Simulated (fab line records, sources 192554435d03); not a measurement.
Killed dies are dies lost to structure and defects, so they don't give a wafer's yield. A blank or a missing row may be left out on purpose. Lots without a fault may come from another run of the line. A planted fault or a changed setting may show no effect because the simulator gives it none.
Chamber matching | flow n5_finfet | N5_MOL_CONTACT_COAG_ETCHBACK_134 on rie_diel-02: 4 sister chambers
The step etches SiO2 in CHF3, target depth 10 nm, time 6.7 s. 7 wafers are shown with their chamber, then 7 later ones without.

WAFERS WITH THEIR CHAMBER
wafer  | chamber | showerhead_plenum_p_Torr (Torr) | rf_vpp_V (V)
L957.3 | 2       | 2.45                            | 539
L958.1 | 3       | 2.34                            | 516
L966.1 | 1       | 2.31                            | 508
L966.2 | 3       | 2.34                            | 513
L966.5 | 0       | 2.54                            | 511
L974.1 | 0       | 2.54                            | 512
L974.2 | 1       | 2.30                            | 507

WAFERS WITHOUT THEIR CHAMBER
wafer  | showerhead_plenum_p_Torr (Torr) | rf_vpp_V (V)
L974.3 | 2.43                            | 536
L975.1 | 2.33                            | 514
L975.4 | 2.54                            | 510
L975.5 | 2.33                            | 514
L976.2 | 2.54                            | 511
L976.4 | 2.30                            | 506
L976.5 | 2.33                            | 515

WHICH CHAMBER EACH WENT THROUGH
wafer  | from the rows above | in truth
L974.3 | 2                   | 2
L975.1 | 3                   | 3
L975.4 | 0                   | 0
L975.5 | 3                   | 3
L976.2 | 0                   | 0
L976.4 | 1                   | 1
L976.5 | 3                   | 3
Placed correctly: 7 of 7. Can't be placed from these rows: 0. Placed wrongly: 0.
How it was worked out, from the rows above alone: a wafer's distance from a chamber is the root of the sum, over the readings, of the square of ((its reading less the chamber's mean) divided by the reading's scatter). The wafer belongs to the nearest chamber; if the next one is less than 2 further off, it can't be placed. A chamber's mean is the mean of its shown wafers. The scatter: the root of (the sum of the squares of (reading less its chamber's mean) over the shown wafers, divided by (wafers less chambers)).
